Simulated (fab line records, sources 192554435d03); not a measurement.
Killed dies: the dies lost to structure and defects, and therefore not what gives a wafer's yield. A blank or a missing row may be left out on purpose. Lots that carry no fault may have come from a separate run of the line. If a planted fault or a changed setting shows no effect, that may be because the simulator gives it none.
Struck lot and sound lot, side by side ; flow n5-finfet ; 20 steps out of a route of 1938
Sound: these wafers, L715.2, L715.4, L715.5. Wafers L730.2, L730.5 were the ones struck. The cause is given at the end.
Each step with rows lists, per side, the tool, then ch with its chambers, then its first start. Under that, the readings that differ: sound wafers ; struck wafers ; difference of the means ; sigmas: that difference in standard deviations of wafers without a fault.
alike: readings whose means differ by less than 2 such deviations, and words and numbers that are the same on both sides. not compared: withheld readings, readings that some wafer has no value for, bounds like >300 that may hide the same value, and numbers for which the record gives no deviation and whose values overlap.
The two part at a step that has a row with sigmas, a row that says differs or no value, or rows on one side only. Numbers that have no deviation but don't overlap get no sigmas and don't part them. A reading that every wafer of one side lacks parts them only if that side has two wafers or more.

first, 9 steps without rows for these wafers: N5_BEOL_M2_COAT_67 (time 60 s, resist thk 60 nm); N5_BEOL_M2_COAT_68 (time 60 s, resist thk 12 nm); N5_BEOL_M2_COAT_76 (time 60 s, resist thk 5 nm); N5_BEOL_M2_COAT_22 (resist thk 30 nm); N5_BEOL_M2_EBR_24; N5_BEOL_M2_SOFTBAKE_23 (time 60 s); N5_BEOL_M2_EXPOSE_25 (exposes mask V1, defocus 5 nm); N5_BEOL_M2_PEB_26 (peb time 60 s); N5_BEOL_M2_DEVELOP_27 (develop time 30 s).
N5_BEOL_M2_CD_MEAS_28: target cd 26.2 nm, target cd y 24.1 nm.
  sound on cd-sem-03 ch 0, day 6 23:59; struck on cd-sem-02 ch 0, day 10 12:37
  alike: cd-nm
N5_BEOL_M2_OVL_MEAS_29:
  sound on overlay-01 ch 0, day 7 00:02; struck on overlay-01 ch 0, day 10 12:39
  alike: V1_OVL
N5_BEOL_M2_INSPECT_30: inspects for defects (brightfield).
  sound on defect-inspect-02 at day 7 00:05; struck on defect-inspect-01 at day 10 12:43
  alike: raw-defect-count
N5_BEOL_M2_DESCUM_33: chemistry O2, time 7 s.
  sound on rie-diel-05 ch 0,1,3, day 7 00:07; struck on rie-diel-03 ch 2, day 10 12:44
reading;sound;struck;difference;sigmas
drypump-motor-current-A (A);5.2 5.7 5.2;6.2 6.2;+0.8;+2
model.CAR-EUV_of_BEOL_M2_COAT_22.thk-nm (nm);26.2 26 26;25.4 25.4;-0.7;
  alike: oes-product-au, rf-fwd-power-W, rf-vpp-V, showerhead-plenum-p-Torr, throttle-valve-pct
  not compared: rf-hours-counter-h
N5_BEOL_M2_ETCH_77: etches underlayer in N2/H2, target depth 6.5 nm, time 5.2 s.
  sound on rie-diel-05 ch 0,1,3, day 7 00:09; struck on rie-diel-03 ch 2, day 10 12:46
reading;sound;struck;difference;sigmas
drypump-motor-current-A (A);5.2 5.7 5.2;6.2 6.2;+0.8;+2
  alike: etch-rf-on-time-s, h2-flow-sccm, oes-product-au, rf-fwd-power-W, rf-vpp-V, showerhead-plenum-p-Torr, throttle-valve-pct
  not compared: rf-hours-counter-h
N5_BEOL_M2_ETCH_69: etches SiARC in CF4, target depth 15.6 nm, time 26 s.
  sound on rie-diel-05 ch 0,1,3, day 7 00:10; struck on rie-diel-03 ch 2, day 10 12:47
reading;sound;struck;difference;sigmas
drypump-motor-current-A (A);5.2 5.7 5.2;6.2 6.2;+0.8;+2
  alike: etch-rf-on-time-s, oes-product-au, rf-fwd-power-W, rf-vpp-V, showerhead-plenum-p-Torr, throttle-valve-pct
  not compared: rf-hours-counter-h
N5_BEOL_M2_ALD_98: deposits SiO2, target thk 2.5 nm, pulse time 1 s, co reactant pulse time 1 s.
  sound on ald-sin-04 ch 0,1,3, day 7 00:55; struck on ald-sin-01 ch 2, day 10 14:17
  alike: chamber-pressure-Torr, heater-power-w, precursor-pulse-height-rel
N5_BEOL_M2_ETCHBACK_99: etches SiO2 in CHF3, target depth 5 nm, time 10.4 s.
  sound on rie-diel-06 ch 1,2, day 7 03:45; struck on rie-diel-03 ch 0,2, day 10 16:38
reading;sound;struck;difference;sigmas
model.CAR-EUV_of_BEOL_M2_COAT_22.thk-nm (nm);10.4 10.4 10.4;9.6 9.6;-0.8;
  alike: drypump-motor-current-A, oes-product-au, rf-fwd-power-W, rf-vpp-V, showerhead-plenum-p-Torr, throttle-valve-pct
  not compared: rf-hours-counter-h
N5_BEOL_M2_ETCH_70: etches SOC in N2/H2, target depth 80 nm, overetch 24 nm, time 130 s.
  sound on rie-diel-06 ch 1,2, day 7 03:47; struck on rie-diel-03 ch 0,2, day 10 16:40
  alike: drypump-motor-current-A, h2-flow-sccm, oes-product-au, rf-fwd-power-W, rf-vpp-V, showerhead-plenum-p-Torr, throttle-valve-pct
  not compared: rf-hours-counter-h
N5_BEOL_M4_RC_MEAS_101:
  sound on prober-01 ch 0, day 8 03:08; struck on prober-01 ch 0, day 11 22:40
  alike: DIBL_N, DIBL_P, IOFF_N, IOFF_P, ION_N, ION_P, SS_N, SS_P, VT_N, VT_P
-- record jumps: 5 days separate the struck wafers' starts on either side; left off in module BEOL_M4, taken up again in module PASSIVATION, whose first shown step is the route's number 1936 --
N5_PASSIVATION_PROBE_49:
  only the struck wafers here have rows in the record (prober-02, day 16 16:29); the sound ones have none

WHERE THEY PART
At N5_BEOL_M2_DESCUM_33 first; at N5_PASSIVATION_PROBE_49 last (within this record only).

WHY: what the simulator had put in
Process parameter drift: rie-diel-03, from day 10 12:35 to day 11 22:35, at N5_BEOL_M2_DESCUM_33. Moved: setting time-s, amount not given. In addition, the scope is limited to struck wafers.
